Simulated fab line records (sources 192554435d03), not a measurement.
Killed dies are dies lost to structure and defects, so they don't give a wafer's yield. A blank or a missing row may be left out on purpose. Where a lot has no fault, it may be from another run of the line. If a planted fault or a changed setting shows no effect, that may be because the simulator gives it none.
fab line records	flow n5Finfet	part 1 of 2: steps 1 to 4 of 6
[record] lots = 22	wafers = 66	lastDay = 17
route steps=1938 shown HKMG_FIN@398 GATE_CUT@473
lots with no fault: from the same line, run without faults
startH: hours from the record's opening day to when the first of the lot's shown wafers began	waitH: hours elapsed since this lot's preceding step	" repeats the value in the row above	L1.1+2: a row that stands for several wafers	- no value present, or no start provided	* or withheld: withheld	< > ~ a bound
route shown NAME@n: names a module that has steps shown in the file, with the first one's number in the route	usual: mean/standard deviation taken from wafers without a fault	same: alike in all rows	chamber/n: place in a boat	sites: per-site readings	_std_site: standard deviation across them	_edge_site: mean of outer sites minus mean of inner sites	radiusMm: for every site, how far away it sits from the centre of the wafer	mask NAME#n: copy n	behind: the most recent tool/chamber to have shaped the wafer	hold: what put the lot on hold/how long, in hours/how the hold closed	device: the n, p or np transistor that did not switch	end of line: at the end of the route, the tests of the same wafers	a step given without rows: its recipe and nothing more	killed: not the wafer's yield, but the dies lost to structure and defects at the first sort	map: dies across one wafer; x = killed, . = not, _ = none there
set.NAME: the setting that was run; set.NAME@STEP: the one run at that earlier step	model.NAME: the simulator's own value behind a step, which no gauge read
route steps across a sampled set of lots; one table per step, one row per wafer
services: from which hour (startH, from the record's first day; less than 0 if before it) a tool's chamber was out of use, for how many hours, and why
[[steps]]
[step N5_HKMG_FIN_CD_MEAS_49]
[recipe] targetCdNm = 202	landingEnergyEv = 500	detector = seInlens	polarity = opening
[usual] cdNm = 202.5/0.7
lot.wafer	tool	chamber	startH	waitH	cdNm
L074.2	cdSem-01	0	72.42	-	202.6
L074.3	"	0	"	"	202.8
L074.4	"	0	"	"	202.5
L075.3	cdSem-01	0	76.71	-	203.1
L075.5	"	0	"	"	202.4
L075.6	"	0	"	"	202.4
L076.2	cdSem-02	0	82.03	-	202.1
L076.5	"	0	"	"	202.0
L076.6	"	0	"	"	201.8
L077.2	cdSem-02	0	90.71	-	202.7
L077.5	"	0	"	"	203.1
L077.6	"	0	"	"	202.9
L079.3	cdSem-02	0	101.51	-	201.9
L079.5	"	0	"	"	202.9
L079.6	"	0	"	"	202.5
L080.1	cdSem-03	0	107.87	-	203.4
L080.4	"	0	"	"	202.7
L080.5	"	0	"	"	203.0
L081.2	cdSem-02	0	115.39	-	202.2
L081.4	"	0	"	"	203.5
L081.6	"	0	"	"	204.1
L082.1	cdSem-02	0	117.47	-	202.1
L082.2	"	0	"	"	202.8
L082.4	"	0	"	"	201.8
L083.4	cdSem-03	0	124.45	-	202.0
L083.5	"	0	"	"	201.7
L083.6	"	0	"	"	201.6
L084.3	cdSem-02	0	131.52	-	203.0
L084.4	"	0	"	"	203.3
L084.5	"	0	"	"	202.0
L085.2	cdSem-01	0	139.27	-	202.6
L085.3	"	0	"	"	202.1
L085.6	"	0	"	"	203.6
L086.1	cdSem-01	0	145.35	-	201.6
L086.2	"	0	"	"	201.8
L086.4	"	0	"	"	202.0
L087.2	cdSem-02	0	149.56	-	201.5
L087.3	"	0	"	"	202.0
L087.6	"	0	"	"	201.7
L088.1	cdSem-01	0	156.00	-	202.9
L088.2	"	0	"	"	203.1
L088.4	"	0	"	"	203.1
L090.1	cdSem-03	0	164.40	-	203.1
L090.4	"	0	"	"	202.5
L090.6	"	0	"	"	202.7
L091.1	cdSem-02	0	172.06	-	201.9
L091.3	"	0	"	"	202.5
L091.4	"	0	"	"	202.9
L092.2	cdSem-01	0	179.27	-	202.5
L092.4	"	0	"	"	201.8
L092.6	"	0	"	"	202.4
L093.1	cdSem-02	0	186.49	-	201.9
L093.5	"	0	"	"	201.5
L093.6	"	0	"	"	201.1
L094.2	cdSem-02	0	191.04	-	202.5
L094.3	"	0	"	"	202.4
L094.5	"	0	"	"	202.4
L095.1	cdSem-02	0	196.52	-	200.6
L095.2	"	0	"	"	201.3
L095.4	"	0	"	"	201.0
L096.2	cdSem-03	0	203.61	-	202.2
L096.3	"	0	"	"	202.4
L096.4	"	0	"	"	202.1
L097.2	cdSem-01	0	209.01	-	202.3
L097.3	"	0	"	"	202.3
L097.6	"	0	"	"	202.3
[step N5_HKMG_FIN_ETCH_54]
[recipe] chemistry = CF4	target = SiARC	targetDepthA = 455	maskMaterial = CAR-ArF	timeS = 75.8	ionEnergyEv = 80	pressureMtorr = 40	sourceW = 545	biasW = 36	Ar_flow_sccm = 100	cf4FlowSccm = 100	ends = cleared
[usual] drypumpMotorCurrentA = 5.7/0.39	etchRfOnTimeS = 75.5/1.7	oesProductAu = 0.67/0.072	rfFwdPowerW = 539.4/1.9	rfVppV = 184.0/1.1	showerheadPlenumPTorr = 2.15/0.064	throttleValvePct = 15.75/0.22
lot.wafer	tool	chamber	startH	waitH	drypumpMotorCurrentA	etchRfOnTimeS	oesProductAu	rfFwdPowerW	rfHoursCounterH	rfVppV	showerheadPlenumPTorr	throttleValvePct
L074.2	rieDiel-02	3	72.54	0.0	5.8	73.4	0.79	536.9	18	185.0	2.26	15.35
L074.3	"	0	"	"	5.3	74.6	0.83	542.1	4	185.5	2.20	15.69
L074.4	"	2	"	"	5.0	75.1	0.64	540.6	160	184.3	2.16	15.73
L075.3	rieDiel-06	3	76.83	0.0	5.9	78.3	0.61	537.1	201	182.5	2.12	16.14
L075.5	"	2	"	"	5.3	75.3	0.64	540.5	-	182.0	2.05	15.79
L075.6	"	3	"	"	5.9	78.0	0.61	539.9	-	185.7	2.12	16.16
L076.2	rieDiel-02	1	82.15	0.0	5.6	75.5	0.63	541.0	170	184.3	2.23	15.89
L076.5	"	3	"	"	5.8	74.1	0.78	535.7	-	185.1	2.26	15.37
L076.6	"	2	"	"	5.0	75.6	0.65	540.7	-	184.0	2.15	15.72
L077.2	rieDiel-04	1	90.83	0.0	5.4	72.7	0.81	542.6	23	183.3	2.17	15.49
L077.5	"	3	"	"	5.6	76.1	0.64	539.6	-	184.6	2.15	15.95
L077.6	"	0	"	"	6.1	76.9	0.69	535.9	-	184.9	2.09	15.56
L079.3	rieDiel-02	2	101.63	0.0	5.0	77.3	0.62	541.4	171	184.7	2.15	15.73
L079.5	"	1	"	"	5.6	75.3	0.62	540.4	-	184.6	2.23	15.91
L079.6	"	2	"	"	5.0	76.5	0.63	543.6	-	183.5	2.15	15.72
L080.1	rieDiel-02	0	107.99	0.0	5.3	74.8	0.79	538.1	16	184.0	2.20	15.73
L080.4	"	3	"	"	5.8	73.3	0.77	538.0	30	185.9	2.25	15.39
L080.5	"	0	"	"	5.3	74.8	0.79	541.3	-	184.5	2.20	15.71
L081.2	rieDiel-06	0	115.51	0.0	6.0	73.8	0.59	535.6	250	182.7	2.18	15.75
L081.4	"	0	"	"	5.9	73.4	0.58	538.9	-	183.8	2.18	15.76
L081.6	"	3	"	"	5.9	77.6	0.60	534.8	-	184.8	2.12	16.19
L082.1	rieDiel-04	2	117.82	0.0	6.4	77.1	0.63	539.7	164	183.9	2.05	15.56
L082.2	"	0	"	"	6.2	76.7	0.68	541.9	86	184.0	2.09	15.58
L082.4	"	1	"	"	5.4	71.9	0.80	539.1	-	183.9	2.17	15.52
L083.4	rieDiel-04	3	124.60	0.0	5.7	76.3	0.62	536.5	180	184.4	2.15	15.94
L083.5	"	2	"	"	6.4	77.8	0.63	541.7	-	182.5	2.05	15.58
L083.6	"	1	"	"	5.4	72.7	0.79	541.8	-	185.4	2.17	15.53
L084.3	rieDiel-04	0	131.95	0.0	6.2	75.9	0.68	541.5	91	181.6	2.09	15.59
L084.4	"	1	"	"	5.4	71.9	0.78	538.8	39	183.7	2.17	15.52
L084.5	"	3	"	"	5.7	75.8	0.63	539.3	-	184.2	2.15	15.95
L085.2	rieDiel-06	0	139.40	0.0	6.0	73.8	0.58	541.1	260	184.8	2.18	15.77
L085.3	"	3	"	"	6.0	78.1	0.59	537.1	231	184.5	2.11	16.19
L085.6	"	2	"	"	5.3	75.6	0.63	543.9	-	183.9	2.05	15.82
L086.1	rieDiel-02	2	145.51	0.0	5.0	77.1	0.62	542.8	188	184.6	2.15	15.77
L086.2	"	1	"	"	5.5	75.7	0.61	540.3	195	184.3	2.22	15.96
L086.4	"	3	"	"	5.7	74.6	0.75	539.5	42	186.2	2.25	15.41
L087.2	rieDiel-02	1	149.69	0.0	5.5	74.6	0.62	541.6	196	182.9	2.22	15.96
L087.3	"	0	"	"	5.3	75.9	0.75	540.1	31	183.0	2.19	15.76
L087.6	"	0	"	"	5.3	75.4	0.77	539.9	-	184.5	2.19	15.74
L088.1	rieDiel-04	0	156.48	0.0	6.2	77.9	0.67	539.5	100	183.6	2.08	15.61
L088.2	"	2	"	"	6.4	77.1	0.63	538.8	176	182.9	2.05	15.60
L088.4	"	1	"	"	5.4	73.4	0.77	539.0	48	185.4	2.16	15.54
L090.1	rieDiel-06	0	164.53	0.0	6.0	72.3	0.58	538.3	271	185.1	2.17	15.78
L090.4	"	0	"	"	6.0	72.5	0.57	536.9	-	184.2	2.17	15.78
L090.6	"	3	"	"	6.0	77.0	0.59	535.3	-	183.0	2.11	16.22
L091.1	rieDiel-02	0	172.20	0.0	5.3	76.6	0.74	540.4	41	184.2	2.19	15.78
L091.3	"	3	"	"	5.8	74.2	0.73	538.4	52	185.0	2.25	15.43
L091.4	"	0	"	"	5.3	75.9	0.74	538.0	-	185.6	2.19	15.76
L092.2	rieDiel-04	2	179.40	0.0	6.4	77.0	0.62	539.4	183	181.7	2.04	15.62
L092.4	"	3	"	"	5.7	76.4	0.62	539.3	198	183.6	2.14	15.97
L092.6	"	2	"	"	6.3	77.2	0.62	537.1	-	182.2	2.04	15.61
L093.1	rieDiel-06	0	186.62	0.0	5.9	73.6	0.57	537.4	282	185.4	2.17	15.81
L093.5	"	0	"	"	6.0	73.2	0.57	539.8	-	184.5	2.17	15.80
L093.6	"	2	"	"	5.2	75.5	0.62	540.9	-	183.0	2.04	15.89
L094.2	rieDiel-02	1	191.38	0.0	5.6	74.9	0.61	540.6	205	185.3	2.22	15.97
L094.3	"	2	"	"	5.0	77.5	0.61	541.3	204	183.7	2.14	15.80
L094.5	"	0	"	"	5.3	74.8	0.74	538.9	-	183.9	2.19	15.77
L095.1	rieDiel-04	2	196.66	0.0	6.4	77.3	0.62	540.5	190	182.7	2.04	15.61
L095.2	"	0	"	"	6.1	76.3	0.65	539.9	112	181.7	2.08	15.65
L095.4	"	1	"	"	5.4	73.0	0.76	541.7	61	184.2	2.16	15.57
L096.2	rieDiel-02	0	203.73	0.0	5.3	75.9	0.74	541.8	53	184.9	2.19	15.79
L096.3	"	3	"	"	5.7	74.2	0.72	538.1	65	185.3	2.24	15.46
L096.4	"	2	"	"	5.0	78.4	0.60	540.8	209	185.5	2.14	15.80
L097.2	rieDiel-04	2	209.13	0.0	6.4	77.4	0.61	539.0	194	182.2	2.04	15.61
L097.3	"	3	"	"	5.6	76.5	0.61	539.5	208	183.5	2.14	16.01
L097.6	"	2	"	"	6.4	77.0	0.61	537.3	-	182.0	2.04	15.63
[step N5_HKMG_FIN_STRIP_57]
[recipe] chemistry = CF4	resist = SiARC	powerW = 300	biasPowerW = 75	pressureMtorr = 50	cf4FlowSccm = 150	rfFrequencyHz = 6e+07
[usual] drypumpMotorCurrentA = 5.7/0.39	oesProductAu = 0.77/0.077	rfFwdPowerW = 293.4/1.2	rfVppV = 271.0/1.5	showerheadPlenumPTorr = 1.79/0.056	throttleValvePct = 13.70/0.22
lot.wafer	tool	chamber	startH	waitH	drypumpMotorCurrentA	oesProductAu	rfFwdPowerW	rfHoursCounterH	rfVppV	showerheadPlenumPTorr	throttleValvePct
L074.2	rieDiel-02	3	72.78	0.0	5.7	0.90	291.0	18	273.1	1.89	13.29
L074.3	"	0	"	"	5.3	0.94	293.3	4	272.4	1.84	13.57
L074.4	"	2	"	"	5.0	0.74	-	160	270.0	1.81	13.69
L075.3	rieDiel-06	3	77.08	0.0	5.9	0.72	-	201	271.3	1.76	14.08
L075.5	"	2	"	"	5.3	0.74	294.6	-	270.5	1.70	13.70
L075.6	"	3	"	"	5.9	0.72	-	-	269.0	1.76	14.07
L076.2	rieDiel-02	1	82.39	0.0	5.5	0.73	-	170	271.8	1.87	13.88
L076.5	"	3	"	"	5.7	0.89	292.5	-	273.1	1.88	13.29
L076.6	"	2	"	"	5.0	0.74	294.2	-	270.9	1.80	13.72
L077.2	rieDiel-04	1	91.08	0.0	5.4	0.92	293.4	23	270.9	1.82	13.46
L077.5	"	3	"	"	5.7	0.74	292.6	-	271.0	1.81	13.90
L077.6	"	0	"	"	6.2	0.81	294.1	-	272.7	1.75	13.50
L079.3	rieDiel-02	2	101.87	0.0	5.0	0.74	-	171	271.3	1.80	13.73
L079.5	"	1	"	"	5.6	0.73	-	-	273.4	1.87	13.89
L079.6	"	2	"	"	5.0	0.74	-	-	271.1	1.80	13.73
L080.1	rieDiel-02	0	108.24	0.0	5.3	0.91	293.0	16	272.0	1.83	13.59
L080.4	"	3	"	"	5.7	0.87	292.5	30	274.0	1.88	13.30
L080.5	"	0	"	"	5.3	0.90	291.3	-	271.7	1.83	13.60
L081.2	rieDiel-06	0	115.76	0.0	5.9	0.67	291.6	250	272.9	1.82	13.74
L081.4	"	0	"	"	6.0	0.67	292.1	-	270.8	1.82	13.73
L081.6	"	3	"	"	5.9	0.70	-	-	271.6	1.76	14.10
L082.1	rieDiel-04	2	118.07	0.0	6.4	0.74	293.4	164	269.3	1.72	13.55
L082.2	"	0	"	"	6.2	0.79	293.8	86	270.3	1.75	13.54
L082.4	"	1	"	"	5.4	0.89	294.0	-	272.9	1.82	13.48
L083.4	rieDiel-04	3	124.85	0.0	5.7	0.74	293.9	180	270.8	1.80	13.92
L083.5	"	2	"	"	6.4	0.74	293.7	-	268.9	1.72	13.57
L083.6	"	1	"	"	5.4	0.89	293.6	-	270.8	1.82	13.45
L084.3	rieDiel-04	0	132.20	0.0	6.1	0.79	291.6	92	270.9	1.75	13.54
L084.4	"	1	"	"	5.4	0.88	294.4	40	271.0	1.82	13.49
L084.5	"	3	"	"	5.7	0.73	291.5	-	271.0	1.80	13.92
L085.2	rieDiel-06	0	139.64	0.0	5.9	0.66	293.2	260	270.5	1.81	13.75
L085.3	"	3	"	"	5.9	0.70	-	231	269.5	1.76	14.14
L085.6	"	2	"	"	5.3	0.73	294.4	-	271.2	1.70	13.75
L086.1	rieDiel-02	2	145.75	0.0	5.0	0.72	294.3	188	270.0	1.80	13.76
L086.2	"	1	"	"	5.5	0.72	-	195	272.4	1.86	13.93
L086.4	"	3	"	"	5.8	0.85	292.4	43	273.7	1.88	13.34
L087.2	rieDiel-02	1	149.93	0.0	5.6	0.72	-	196	271.5	1.86	13.93
L087.3	"	0	"	"	5.3	0.88	292.1	32	272.0	1.83	13.63
L087.6	"	0	"	"	5.3	0.88	292.4	-	272.2	1.83	13.64
L088.1	rieDiel-04	0	156.73	0.0	6.1	0.78	293.2	101	269.3	1.74	13.55
L088.2	"	2	"	"	6.4	0.73	-	177	270.4	1.71	13.59
L088.4	"	1	"	"	5.4	0.87	294.8	48	270.7	1.81	13.53
L090.1	rieDiel-06	0	164.77	0.0	5.9	0.66	293.2	272	269.8	1.81	13.79
L090.4	"	0	"	"	5.9	0.66	292.8	-	269.8	1.81	13.79
L090.6	"	3	"	"	5.9	0.69	-	-	272.7	1.75	14.16
L091.1	rieDiel-02	0	172.44	0.0	5.3	0.86	293.0	41	270.8	1.83	13.66
L091.3	"	3	"	"	5.7	0.83	292.1	53	272.7	1.88	13.36
L091.4	"	0	"	"	5.3	0.86	293.5	-	271.1	1.83	13.63
L092.2	rieDiel-04	2	179.64	0.0	6.4	0.73	293.5	183	269.2	1.71	13.59
L092.4	"	3	"	"	5.6	0.72	291.9	198	271.9	1.80	13.96
L092.6	"	2	"	"	6.4	0.73	295.0	-	269.5	1.71	13.61
L093.1	rieDiel-06	0	186.86	0.0	5.9	0.64	292.2	282	272.8	1.81	13.81
L093.5	"	0	"	"	5.9	0.65	292.9	-	272.1	1.81	13.81
L093.6	"	2	"	"	5.3	0.71	295.3	-	268.7	1.69	13.78
L094.2	rieDiel-02	1	191.62	0.0	5.5	0.71	-	205	271.1	1.86	13.95
L094.3	"	2	"	"	5.0	0.71	-	205	271.7	1.79	13.81
L094.5	"	0	"	"	5.3	0.85	293.0	-	272.6	1.82	13.67
L095.1	rieDiel-04	2	196.91	0.0	6.4	0.72	292.8	190	268.4	1.71	13.62
L095.2	"	0	"	"	6.1	0.76	292.3	113	271.5	1.74	13.58
L095.4	"	1	"	"	5.4	0.85	295.3	61	272.5	1.81	13.51
L096.2	rieDiel-02	0	203.98	0.0	5.4	0.84	292.3	53	272.7	1.82	13.68
L096.3	"	3	"	"	5.8	0.83	290.8	65	274.6	1.87	13.39
L096.4	"	2	"	"	5.0	0.71	-	209	271.3	1.79	13.81
L097.2	rieDiel-04	2	209.37	0.0	6.4	0.72	294.5	194	270.0	1.71	13.63
L097.3	"	3	"	"	5.6	0.72	292.9	208	271.5	1.79	13.98
L097.6	"	2	"	"	6.4	0.72	293.2	-	269.9	1.71	13.64
[step N5_HKMG_FIN_INSPECT_14]
[recipe] mode = adi	inspectInstrument = macro
[usual] rawDefectCount = 2.1/1.3
lot.wafer	tool	chamber	startH	waitH	rawDefectCount
L074.2	defectInspect-02	-	76.02	0.0	2
L074.3	"	-	"	"	3
L074.4	"	-	"	"	2
L075.3	defectInspect-01	-	80.05	0.0	2
L075.5	"	-	"	"	1
L075.6	"	-	"	"	1
L076.2	defectInspect-02	-	85.66	0.0	1
L076.5	"	-	"	"	1
L076.6	"	-	"	"	1
L077.2	defectInspect-01	-	94.23	0.0	3
L077.5	"	-	"	"	4
L077.6	"	-	"	"	3
L079.3	defectInspect-01	-	105.18	0.0	3
L079.5	"	-	"	"	3
L079.6	"	-	"	"	0
L080.1	defectInspect-01	-	111.29	0.0	4
L080.4	"	-	"	"	0
L080.5	"	-	"	"	2
L081.2	defectInspect-02	-	119.04	0.0	1
L081.4	"	-	"	"	2
L081.6	"	-	"	"	0
L082.1	defectInspect-02	-	121.12	0.0	0
L082.2	"	-	"	"	2
L082.4	"	-	"	"	2
L083.4	defectInspect-01	-	127.90	0.0	3
L083.5	"	-	"	"	3
L083.6	"	-	"	"	2
L084.3	defectInspect-01	-	135.25	0.0	3
L084.4	"	-	"	"	2
L084.5	"	-	"	"	1
L085.2	defectInspect-02	-	142.69	0.0	4
L085.3	"	-	"	"	1
L085.6	"	-	"	"	2
L086.1	defectInspect-01	-	148.80	0.0	2
L086.2	"	-	"	"	0
L086.4	"	-	"	"	2
L087.2	defectInspect-02	-	153.06	0.0	4
L087.3	"	-	"	"	3
L087.6	"	-	"	"	0
L088.1	defectInspect-01	-	159.78	0.0	2
L088.2	"	-	"	"	1
L088.4	"	-	"	"	1
L090.1	defectInspect-02	-	167.72	0.0	3
L090.4	"	-	"	"	1
L090.6	"	-	"	"	2
L091.1	defectInspect-01	-	175.56	0.0	1
L091.3	"	-	"	"	3
L091.4	"	-	"	"	2
L092.2	defectInspect-01	-	183.00	0.0	3
L092.4	"	-	"	"	3
L092.6	"	-	"	"	1
L093.1	defectInspect-02	-	189.80	0.0	4
L093.5	"	-	"	"	2
L093.6	"	-	"	"	5
L094.2	defectInspect-01	-	194.59	0.0	2
L094.3	"	-	"	"	3
L094.5	"	-	"	"	2
L095.1	defectInspect-01	-	199.97	0.0	5
L095.2	"	-	"	"	1
L095.4	"	-	"	"	2
L096.2	defectInspect-01	-	207.15	0.0	3
L096.3	"	-	"	"	3
L096.4	"	-	"	"	3
L097.2	defectInspect-01	-	212.68	0.0	2
L097.3	"	-	"	"	2
L097.6	"	-	"	"	1
